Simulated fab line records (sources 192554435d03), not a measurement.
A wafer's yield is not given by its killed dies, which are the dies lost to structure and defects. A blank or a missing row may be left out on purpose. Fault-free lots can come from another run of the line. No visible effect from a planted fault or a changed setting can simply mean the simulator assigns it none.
Matching of chambers	flow n5-finfet	ald-sin-02 running N5_BEOL_M0_SAQP_ALD_48: 4 sister chambers
The step deposits SiO2, target thk 20 nm, pulse time 1 s, co reactant pulse time 1 s. 27 wafers are shown with their chamber, then 12 later ones without.

## WAFERS, EACH WITH ITS CHAMBER
wafer	chamber	heater-power-w (W)	precursor-pulse-height-rel
L075.1	2	65	0.983
L075.3	1	66	1.046
L075.5	2	65	1.023
L077.3	3	68	0.989
L077.5	3	68	1.014
L077.6	0	86	0.969
L078.2	2	65	0.955
L078.4	3	68	1.008
L078.6	2	63	0.985
L079.2	2	66	1.021
L079.3	1	66	1.022
L079.6	2	65	1.002
L082.2	0	88	0.980
L082.3	3	69	0.975
L082.5	1	64	1.001
L086.1	1	66	1.034
L086.4	2	65	1.046
L086.6	3	69	1.021
L089.4	1	64	1.013
L089.5	0	87	0.967
L089.6	1	65	1.017
L090.1	0	87	1.023
L090.2	2	64	0.978
L090.6	1	66	1.006
L092.1	3	70	1.019
L092.2	2	67	0.996
L092.6	3	68	0.967

SIGNATURES (means of the wafers above)
reading	chamber 0	chamber 1	chamber 2	chamber 3	scatter within a chamber
heater-power-w	87.00	65.29	65.00	68.57	0.959
precursor-pulse-height-rel	0.98475	1.01986	0.99878	0.99900	0.0234
Rule: for each reading, subtract the chamber's mean from the wafer's reading, divide by that reading's scatter and square the result; add these up over the readings and take the root, which gives the wafer's distance from the chamber. If the next closest chamber is less than 2 further off than the closest, the wafer can't be placed; otherwise it belongs to the closest. The scatter: take each reading less its chamber's mean, square it, sum over the shown wafers, divide by the number of wafers less the number of chambers, and take the root.

## WAFERS MISSING THEIR CHAMBER
wafer	heater-power-w (W)	precursor-pulse-height-rel
L093.1	84	1.002
L093.4	65	1.010
L093.5	67	1.024
L094.1	68	1.054
L094.5	67	1.007
L094.6	88	1.014
L095.1	65	1.024
L095.2	65	0.995
L095.4	67	1.007
L096.2	67	1.007
L096.3	69	0.992
L096.5	85	0.960

## CHAMBER TAKEN BY EACH
wafer	from the rows above	in truth
L093.1	0	0
L093.4	can't be placed: 2 or 1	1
L093.5	can't be placed: 1 or 3 or 2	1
L094.1	can't be placed: 3 or 1 or 2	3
L094.5	can't be placed: 3 or 1 or 2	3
L094.6	0	0
L095.1	can't be placed: 1 or 2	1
L095.2	can't be placed: 2 or 1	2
L095.4	can't be placed: 3 or 1 or 2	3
L096.2	can't be placed: 3 or 1 or 2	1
L096.3	3	3
L096.5	0	0
Correct placement for 4 of the 12. Not placeable from these rows: 8 (in 8, the candidates include the true chamber). Number placed wrongly: 0.
